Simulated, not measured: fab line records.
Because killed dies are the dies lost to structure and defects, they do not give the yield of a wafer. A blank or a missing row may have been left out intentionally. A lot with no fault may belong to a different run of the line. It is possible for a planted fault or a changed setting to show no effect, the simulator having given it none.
Which tool did it? -- flow n5 finfet -- 12 lots with 36 wafers sampled at 5 steps, on a route of 1938 steps

## WHAT THE GAUGES READ, wafer by wafer
N5_HKMG_FIN_CD_MEAS_12: target cd 92.8 nm. Usual: 93.1 nm for cd nm, sd 0.49.
lot,measured,on,cd nm (nm),flag
L812,day 4 03:08,cd sem-01,93.0 92.5 92.7,
L813,day 4 09:56,cd sem-03,93.2 92.9 93.1,
L815,day 4 22:35,cd sem-01,92.9 93.4 93.1,
L816,day 5 01:25,cd sem-02,93.2 93.6 93.7,
L817,day 5 10:46,cd sem-03,93.0 93.2 93.4,
L819,day 5 20:30,cd sem-01,92.8 93.3 92.7,
L822,day 6 15:52,cd sem-02,74.6 74.2 74.5,OFF
L823,day 7 06:07,cd sem-01,75.6 75.3 75.6,OFF
L827,day 7 23:16,cd sem-01,92.6 92.5 92.8,
L826,day 7 23:57,cd sem-01,93.7 93.0 93.7,
L833,day 9 11:14,cd sem-03,93.0 93.0 92.9,
L835,day 10 16:38,cd sem-03,92.5 92.9 92.4,

N5_HKMG_FIN_OVL_MEAS_13. Usual: for NWFM_OVL the level is 0.5 nm and the standard deviation is 0.83.
lot,measured,on,NWFM_OVL (nm),flag
L812,day 4 03:10,overlay-02,1.4 1.3 0.5,
L813,day 4 09:58,overlay-02,-0.3 0.6 0.5,
L815,day 4 22:37,overlay-01,1.6 1.7 0.7,
L816,day 5 01:27,overlay-02,-0.5 -0.3 0.6,
L817,day 5 10:48,overlay-01,-0.4 0.9 -0.5,
L819,day 5 20:32,overlay-01,0.9 -0.3 1.0,
L822,day 6 15:54,overlay-02,-0.7 1.3 -0.2,
L823,day 7 06:08,overlay-02,-0.4 1.0 0.2,
L827,day 7 23:18,overlay-01,0.2 0.7 -0.5,
L826,day 7 23:59,overlay-02,0.3 -0.2 0.4,
L833,day 9 11:16,overlay-01,1.4 1.2 1.6,
L835,day 10 16:40,overlay-02,-0.7 -1.1 -1.2,

N5_HKMG_FIN_INSPECT_14: inspects for defects (macro). Usual: 2.1 for raw defect count, sd 1.6.
lot,measured,on,raw defect count,flag
L812,day 4 03:11,defect inspect-01,4 4 4,
L813,day 4 09:59,defect inspect-01,3 1 3,
L815,day 4 22:38,defect inspect-01,0 3 1,
L816,day 5 01:29,defect inspect-01,2 4 2,
L817,day 5 10:49,defect inspect-02,5 3 1,
L819,day 5 20:33,defect inspect-01,7 2 3,
L822,day 6 15:56,defect inspect-02,2 4 1,
L823,day 7 06:10,defect inspect-01,2 2 4,
L827,day 7 23:19,defect inspect-02,1 0 1,
L826,day 8 00:00,defect inspect-01,3 7 3,
L833,day 9 11:17,defect inspect-01,1 2 2,
L835,day 10 16:41,defect inspect-01,0 3 4,

## WHAT TOOL EACH LOT RAN ON (gives the tool, then ch and the chambers of the sampled wafers, and finally the start)
lot,N5_HKMG_FIN_ETCH_54,N5_HKMG_FIN_PEB_10
L812,"rie diel-01 ch 0,1,2, day 3 23:53","litho track-02 ch 0, day 4 03:04"
L813,"rie diel-04 ch 1,2,3, day 4 06:41","litho track-02 ch 0, day 4 09:52"
L815,"rie diel-03 ch 2,3, day 4 19:21","litho track-02 ch 0, day 4 22:31"
L816,"rie diel-03 ch 1,2, day 4 22:11","litho track-03 ch 0, day 5 01:21"
L817,"rie diel-03 ch 0,1,3, day 5 07:31","litho track-03 ch 0, day 5 10:42"
L819,"rie diel-01 ch 2,3, day 5 17:15","litho track-02 ch 0, day 5 20:26"
L822,"rie diel-03 ch 0,1,2, day 6 12:38","litho track-03 ch 0, day 6 15:49"
L823,"rie diel-03 ch 0,1, day 7 02:59","litho track-03 ch 0, day 7 06:02"
L827,"rie diel-04 ch 1,2,3, day 7 20:01","litho track-01 ch 0, day 7 23:12"
L826,"rie diel-03 ch 1,2, day 7 20:42","litho track-02 ch 0, day 7 23:53"
L833,"rie diel-04 ch 0,2, day 9 08:01","litho track-02 ch 0, day 9 11:10"
L835,"rie diel-01 ch 0,2, day 10 13:23","litho track-02 ch 0, day 10 16:34"
- N5_HKMG_FIN_ETCH_54: etches SiARC in CF4, target depth 45.5 nm, time 75.8 s.
- N5_HKMG_FIN_PEB_10: peb time 60 s.

## AS READ BY THE TOOLS THEMSELVES (means over the sampled wafers that have a number; for cases with no such wafer, the mark the record gives instead)
N5_HKMG_FIN_ETCH_54. Usual: for bias w, 36.01 W with a standard deviation of 0.12; for drypump motor current A, 5.5 A with a standard deviation of 0.51; for etch rf on time s, 75.5 s with a standard deviation of 0.99; for oes product au, 0.71 a.u. with a standard deviation of 0.079; for rf vpp V, 184.5 V with a standard deviation of 1.3; for showerhead plenum p Torr, 2.17 Torr with a standard deviation of 0.082; for throttle valve pct, 15.53 % with a standard deviation of 0.21.
lot,tool,bias w (W),drypump motor current A (A),etch rf on time s (s),oes product au (a.u.),rf vpp V (V),showerhead plenum p Torr (Torr),throttle valve pct (%),flag
L812,rie diel-01,35.98,5.4,75.1,0.72,184.0,2.16,15.56,
L813,rie diel-04,36.07,5.7,76.9,0.63,183.5,2.08,15.63,
L815,rie diel-03,36.03,5.0,76.1,0.63,183.5,2.16,15.80,
L816,rie diel-03,35.94,5.7,75.0,0.69,183.4,2.12,15.63,
L817,rie diel-03,36.06,5.6,75.1,0.67,184.4,2.20,15.66,
L819,rie diel-01,36.09,6.0,73.6,0.81,185.5,2.17,15.47,
L822,rie diel-03,36.02,5.8,75.7,0.66,184.5,2.14,15.63,
L823,rie diel-03,36.00,5.8,75.2,0.64,184.9,2.16,15.62,
L827,rie diel-04,35.99,5.7,76.7,0.68,184.4,2.15,15.50,
L826,rie diel-03,36.01,5.7,76.0,0.66,183.7,2.12,15.66,
L833,rie diel-04,36.00,5.6,76.3,0.72,183.8,2.11,15.43,
L835,rie diel-01,35.97,5.4,75.5,0.72,186.2,2.23,15.47,

## THE ANSWER, worked out from the rows above alone
Rule: a lot is off if the mean of its wafers that have a number lies more than 3 standard deviations from the usual mean. A lot without any number at a reading at which 4 lots or more have one is off too. All remaining lots with rows at the step are treated as sound. The gauges are gone through in route order, then the tools' own readings, and for those a lot's mean is taken as printed above. At the first step where some lot is off, the reading lying furthest off is the one used; lots without a number count as furthest.
Off: L822, L823, at N5_HKMG_FIN_CD_MEAS_12 (cd nm).
A tool fits if, at a process step before that reading, it ran every lot that is off, and no sound lot after the first of them. The gauges at N5_HKMG_FIN_CD_MEAS_12 are tried like those tools. One fits: N5_HKMG_FIN_PEB_10 on litho track-03. A fault onset in the window from L817 (day 5 10:42, its last sound lot) to L822 (day 6 15:49, its first lot off) fits.

## WHAT THE SIMULATOR PUT IN
Drift in process parameters on litho track-03 at N5_HKMG_FIN_PEB_10, starting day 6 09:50. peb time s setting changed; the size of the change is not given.
Lots struck among those shown: L822, L823. This agrees with what the rule above found.
